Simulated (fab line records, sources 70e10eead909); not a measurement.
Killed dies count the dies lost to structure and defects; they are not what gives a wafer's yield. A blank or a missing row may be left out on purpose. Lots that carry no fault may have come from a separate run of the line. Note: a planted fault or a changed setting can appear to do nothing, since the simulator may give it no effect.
Chamber matching :: flow nandHarc :: NHARC_A_BONDPAD_DEP_00 on pecvd-03: 3 sister chambers
The step deposits SiCN, target thk 250 nm. 6 wafers are shown with their chamber, then 9 later ones without.

WAFERS WITH THEIR CHAMBER
wafer: L081.1
chamber: 1
heaterPowerW (W): 646
rfFwdPowerW (W): 448.3

wafer: L080.4
chamber: 2
heaterPowerW (W): 505
rfFwdPowerW (W): 449.0

wafer: L080.6
chamber: 0
heaterPowerW (W): 488
rfFwdPowerW (W): 451.0

wafer: L085.1
chamber: 0
heaterPowerW (W): 539
rfFwdPowerW (W): 449.6

wafer: L085.3
chamber: 2
heaterPowerW (W): 595
rfFwdPowerW (W): 448.8

wafer: L085.6
chamber: 1
heaterPowerW (W): 624
rfFwdPowerW (W): 447.5

WAFERS WHOSE CHAMBER IS MISSING
wafer: L090.1
heaterPowerW (W): 465
rfFwdPowerW (W): 449.3

wafer: L090.4
heaterPowerW (W): 482
rfFwdPowerW (W): 447.3

wafer: L090.5
heaterPowerW (W): 619
rfFwdPowerW (W): 450.1

wafer: L093.3
heaterPowerW (W): 635
rfFwdPowerW (W): 450.0

wafer: L093.4
heaterPowerW (W): 512
rfFwdPowerW (W): 450.0

wafer: L093.5
heaterPowerW (W): 541
rfFwdPowerW (W): 450.0

wafer: L097.3
heaterPowerW (W): 593
rfFwdPowerW (W): 449.6

wafer: L097.4
heaterPowerW (W): 533
rfFwdPowerW (W): 451.0

wafer: L097.5
heaterPowerW (W): 678
rfFwdPowerW (W): 449.1

CHAMBER TAKEN BY EACH
wafer: L090.1
from the rows above: can't be placed: 0 or 2
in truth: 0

wafer: L090.4
from the rows above: can't be placed: 2 or 1 or 0
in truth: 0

wafer: L090.5
from the rows above: can't be placed: 2 or 0 or 1
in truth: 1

wafer: L093.3
from the rows above: can't be placed: 2 or 0 or 1
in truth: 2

wafer: L093.4
from the rows above: can't be placed: 0 or 2
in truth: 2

wafer: L093.5
from the rows above: can't be placed: 0 or 2
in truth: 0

wafer: L097.3
from the rows above: can't be placed: 2 or 0 or 1
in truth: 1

wafer: L097.4
from the rows above: 0
in truth: 0

wafer: L097.5
from the rows above: can't be placed: 1 or 2
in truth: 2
Placed correctly: 1 of 9. Can't be placed from these rows: 8 (the true chamber is among the candidates in 8). Placed wrongly: 0.
How it was worked out, from the rows above alone: a wafer's distance from a chamber is the root of the sum, over the readings, of the square of ((its reading less the chamber's mean) divided by the reading's scatter). The wafer belongs to the nearest chamber; if the next one is less than 2 further off, it can't be placed. A chamber's mean is the mean of its shown wafers. How the scatter is found: for the shown wafers, subtract from each reading the mean of its chamber, square and add these, divide the total by (wafers less chambers), then take the root.
